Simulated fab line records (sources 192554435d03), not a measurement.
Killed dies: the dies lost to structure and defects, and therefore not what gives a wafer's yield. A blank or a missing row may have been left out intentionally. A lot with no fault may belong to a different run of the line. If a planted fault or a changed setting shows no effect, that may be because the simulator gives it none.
8D (eight disciplines) problem report, filled in by code ; flow n5 finfet ; the parts of the form that need people (team, actions taken, sign-off) are left out

## 1. THE PROBLEM
spin speed rpm at N5_BEOL_M1_COAT_05 reads a mean of 1543.9 rpm on 6 wafers of 2 lots; wafers without a fault read 1500.0 rpm with a standard deviation of 1.1. That puts it +40 standard deviations away from the usual mean.
The step: resist thk 30 nm.
First observed at day 7 23:08: wafer L678.1, on litho track-02. At this step, 32 wafers from 11 lots have a number in the record. By rule, "out" or "out of limits" means more than 4 standard deviations away from the usual mean. All remaining wafers that have a number are taken as sound.

## 2. WHAT IT IS, WHAT IT ISN'T
question;is;is not
which readings at this step;spin speed rpm;-
which lots;L678, L683;L671, L676, L686, L689, L690, L691, L692, L693, L694
which wafers of those lots;all that have a number;-
read on which tools;litho track-02;litho track-03, litho track-04
when;from day 7 23:08;"up to then (6 sound wafers); but 20 sound wafers of L686, L689, L690, L691, L692, L693, L694 came after"

## 3. THE SUSPECTS, EACH WITH WHAT RULES IT OUT
Counting: a tool at a process step up to the reading stays a suspect if it ran every lot that is out and no sound lot after the first of them.
- litho track-02 at N5_BEOL_M1_COAT_05 (resist thk 30 nm): ruled out as a lasting fault. After its first lot that is out, L678 (day 7 23:08), sound lots L693 ran on it.
Left after counting: nothing in the record.

## 4. THE CAUSE (what the simulator had put in)
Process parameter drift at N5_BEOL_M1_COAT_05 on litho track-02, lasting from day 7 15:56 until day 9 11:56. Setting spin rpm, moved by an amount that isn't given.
Counting ruled it out, wrongly.

## 5. SEQUENCE OF EFFECTS, ordered by route
Each row: a reading where the mean over the struck wafers with a number is more than 3 standard deviations away from the usual. Only readings whose record carries a usual standard deviation are examined. hours: median over the lots of the time between each lot's start at the first step of this table that gives one and its start at this step. sigmas: the change, counted in usual standard deviations.
hours;step;reading;usual;on struck wafers;change;sigmas
0;N5_BEOL_M1_COAT_05;spin speed rpm;1500.0 rpm;1543.9;+43.9;+40
Here are the process steps it includes:
- N5_BEOL_M1_COAT_05: resist thk 30 nm.
Later measuring or inspecting steps at which every struck wafer that the step has a row for has a number for every such reading, and none has moved that far: N5_BEOL_M1_CD_MEAS_11, N5_BEOL_M1_OVL_MEAS_12, N5_BEOL_M4_RC_MEAS_101.

## 6. HOW IT WOULD HAVE BEEN CAUGHT EARLIER
7 hours passed between the start of the fault at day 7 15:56 and the first reading out of limits in this record, taken at day 7 23:08.
